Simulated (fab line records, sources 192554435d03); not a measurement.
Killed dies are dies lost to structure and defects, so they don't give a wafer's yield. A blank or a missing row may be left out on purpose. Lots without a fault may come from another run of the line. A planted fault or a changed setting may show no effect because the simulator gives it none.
Split-lot experiment | flow n5_finfet | 7 lots, 39 wafers read, on a route of 1938 steps

THE SPLIT
At N5_GATE_CUT_ALD_22 (deposits SiNx, target thk 16 nm, pulse time 1 s, ald cycles 320), the setting ald_cycles was moved away from the recipe's 320 on 12 of the 39 wafers read, by -15.9% to +8.7%. The other wafers ran this setting at the recipe's value.

The reading is taken at the split's own step.

THE READING
SiNx_of_GATE_CUT_ALD_22.thk_nm (the simulator's own value, which no gauge read), in nm, at N5_GATE_CUT_ALD_22 (deposits SiNx, target thk 16 nm, pulse time 1 s, ald cycles 320). The file gives no usual value for it. The 27 wafers here that ran the recipe average 16.1 nm, standard deviation 0.097 nm.

wafer  | tool, chamber at the split | ald_cycles as run | against the recipe | SiNx_of_GATE_CUT_ALD_22.thk_nm, nm | against lot-mates on the recipe
L075.1 | ald_sin-03, 3,1,2          | 320               | recipe             | 16                                 | -
L075.4 | ald_sin-03, 3,1,2          | 320               | recipe             | 16                                 | -
L075.5 | ald_sin-03, 3,1,2          | 320               | recipe             | 16                                 | -
L076.1 | ald_sin-03, 3,0            | 320               | recipe             | 16                                 | -
L076.4 | ald_sin-03, 3,0            | 320               | recipe             | 16                                 | -
L076.2 | ald_sin-03, 2,1,1          | 348               | +8.7%              | 17.4                               | +1.3
L076.3 | ald_sin-03, 2,1,1          | 348               | +8.7%              | 17.4                               | +1.3
L076.6 | ald_sin-03, 2,1,1          | 348               | +8.7%              | 17.4                               | +1.3
L076.5 | ald_sin-03, 2              | 320               | recipe             | 16.2                               | -
L077.1 | ald_sin-02, 2,1            | 320               | recipe             | 16.2                               | -
L077.5 | ald_sin-02, 2,1            | 320               | recipe             | 16.2                               | -
L077.2 | ald_sin-02, 3,0            | 341               | +6.6%              | 17                                 | +0.9
L077.3 | ald_sin-02, 3,0            | 341               | +6.6%              | 17                                 | +0.9
L077.4 | ald_sin-02, 1              | 320               | recipe             | 16                                 | -
L077.6 | ald_sin-02, 0              | 341               | +6.6%              | 17.2                               | +1.1
L079.1 | ald_sin-03, 2              | 320               | recipe             | 16.2                               | -
L079.2 | ald_sin-03, 3              | 269               | -15.9%             | 13.4                               | -2.7
L079.4 | ald_sin-03, 3              | 269               | -15.9%             | 13.4                               | -2.7
L079.3 | ald_sin-03, 0              | 320               | recipe             | 16                                 | -
L079.5 | ald_sin-03, 0              | 320               | recipe             | 16                                 | -
L079.6 | ald_sin-03, 2              | 269               | -15.9%             | 13.6                               | -2.5
L085.1 | ald_sin-01, 3,2,1          | 320               | recipe             | 16                                 | -
L085.2 | ald_sin-01, 3,2,1          | 320               | recipe             | 16                                 | -
L085.3 | ald_sin-01, 3,2,1          | 320               | recipe             | 16                                 | -
L085.4 | ald_sin-01, 0,1,2          | 320               | recipe             | 16.2                               | -
L085.5 | ald_sin-01, 0,1,2          | 320               | recipe             | 16.2                               | -
L085.6 | ald_sin-01, 0,1,2          | 320               | recipe             | 16.2                               | -
L091.1 | ald_sin-01, 0,3            | 320               | recipe             | 16.2                               | -
L091.3 | ald_sin-01, 0,3            | 320               | recipe             | 16.2                               | -
L091.2 | ald_sin-01, 2              | 320               | recipe             | 16                                 | -
L091.4 | ald_sin-01, 1,0            | 340               | +6.2%              | 17.2                               | +1.1
L091.5 | ald_sin-01, 1,0            | 340               | +6.2%              | 17.2                               | +1.1
L091.6 | ald_sin-01, 3              | 340               | +6.2%              | 17                                 | +0.9
L096.1 | ald_sin-02, 3,2,1,2,3      | 320               | recipe             | 16                                 | -
L096.2 | ald_sin-02, 3,2,1,2,3      | 320               | recipe             | 16                                 | -
L096.4 | ald_sin-02, 3,2,1,2,3      | 320               | recipe             | 16                                 | -
L096.5 | ald_sin-02, 3,2,1,2,3      | 320               | recipe             | 16                                 | -
L096.6 | ald_sin-02, 3,2,1,2,3      | 320               | recipe             | 16                                 | -
L096.3 | ald_sin-02, 0              | 320               | recipe             | 16.2                               | -
Where a row lists several chambers, the file gives one row for several wafers and doesn't say which wafer went through which chamber.

THE FIT
A straight line over all 39 wafers: SiNx_of_GATE_CUT_ALD_22.thk_nm changes by +0.161 nm for each +1% of ald_cycles; r = +0.99; the points scatter about the line by 0.1 nm.
The same after taking each lot's own level away (the mean of its wafers on the recipe; 39 wafers): +0.159 nm for each +1%; r = +0.99; scatter 0.094 nm.
On that fit, the largest move of ald_cycles shifts the reading by 2.5 nm.
The lots' own levels span 16.00 to 16.13 nm, that is 1.4 times the standard deviation above.
So the lot-to-lot level changes the slope little: the two slopes agree.
Check: with one of the wafers moved furthest among these (-15.9%) left out of the fit, the line predicts -2.51 nm for it against its lot-mates. It came out at -2.67 nm against them.

OTHER SPLITS ON THESE WAFERS
These wafers also went through other splits before the reading. Each is held against what the fit with the lots' levels taken away leaves over:
other split on the same wafers    | wafers away from the commonest value | r with SiNx_of_GATE_CUT_ALD_22.thk_nm (lot level and that fit taken away)
N5_FIN_CUT_CUT_ETCH_15 time_s     | 12                                   | -0.13
N5_DUMMY_GATE_ETCH_37 source_w    | 18                                   | +0.10
N5_SD_EPI_N_LINER_46 target_thk_a | 12                                   | -0.17

THE FILE'S OWN FIT
SiNx_of_GATE_CUT_ALD_22.thk_nm changes by +0.159 nm for each +1% of ald_cycles, r = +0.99.
